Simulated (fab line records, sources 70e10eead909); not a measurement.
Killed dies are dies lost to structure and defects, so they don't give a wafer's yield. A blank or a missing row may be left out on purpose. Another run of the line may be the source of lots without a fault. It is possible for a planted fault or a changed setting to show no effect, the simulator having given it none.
What tool caused it? | flow nand harc | 12 lots (36 wafers sampled), 1 step of a 1159-step route

## WHAT THE GAUGES READ, wafer by wafer
NHARC_A_BLC_CD_MEAS_19.
lot  | measured     | on        | cd nm (nm)
L077 | day 17 18:34 | cd sem-01 | 98.8 96.0 96.7
L076 | day 17 22:34 | cd sem-01 | 101.0 100.1 100.6
L080 | day 18 19:02 | cd sem-03 | 102.2 103.7 104.3
L081 | day 19 10:44 | cd sem-02 | 98.9 99.3 100.4
L084 | day 19 19:14 | cd sem-03 | 98.4 96.9 98.2
L087 | day 20 09:22 | cd sem-01 | 99.4 99.3 103.1
L086 | day 20 16:35 | cd sem-01 | 100.3 99.2 100.6
L090 | day 21 12:54 | cd sem-01 | 101.2 102.0 100.4
L091 | day 21 23:14 | cd sem-01 | 100.4 99.9 100.5
L094 | day 22 10:37 | cd sem-03 | 103.4 100.3 100.5
L095 | day 22 22:05 | cd sem-03 | 98.2 94.9 97.6
L097 | day 24 13:49 | cd sem-03 | 101.8 104.1 105.7

## EACH LOT AND THE TOOL THAT RAN IT (in order: tool; ch and the chambers of the sampled wafers; start)
Record: no process step prior to these readings.

## THE ANSWER, worked out from the rows above alone
Rule: the usual values come from the lots themselves. The widest of any qualifying gaps counts: lots, ordered by their means at a reading, are off when they make up no more than a third of the lots, leave a main group of 4 or more, and stand apart from it by 3 or more times the standard deviation of that group's means. Not used: any main group whose means are identical at the precision the tables above print for the reading. Also off: a lot with no number at a reading for which 4 or more lots have one. Where the step has rows for the other lots, those lots are counted as sound.
No lot is off at any reading shown: from this, nothing can be told.

## WHAT THE SIMULATOR PUT IN
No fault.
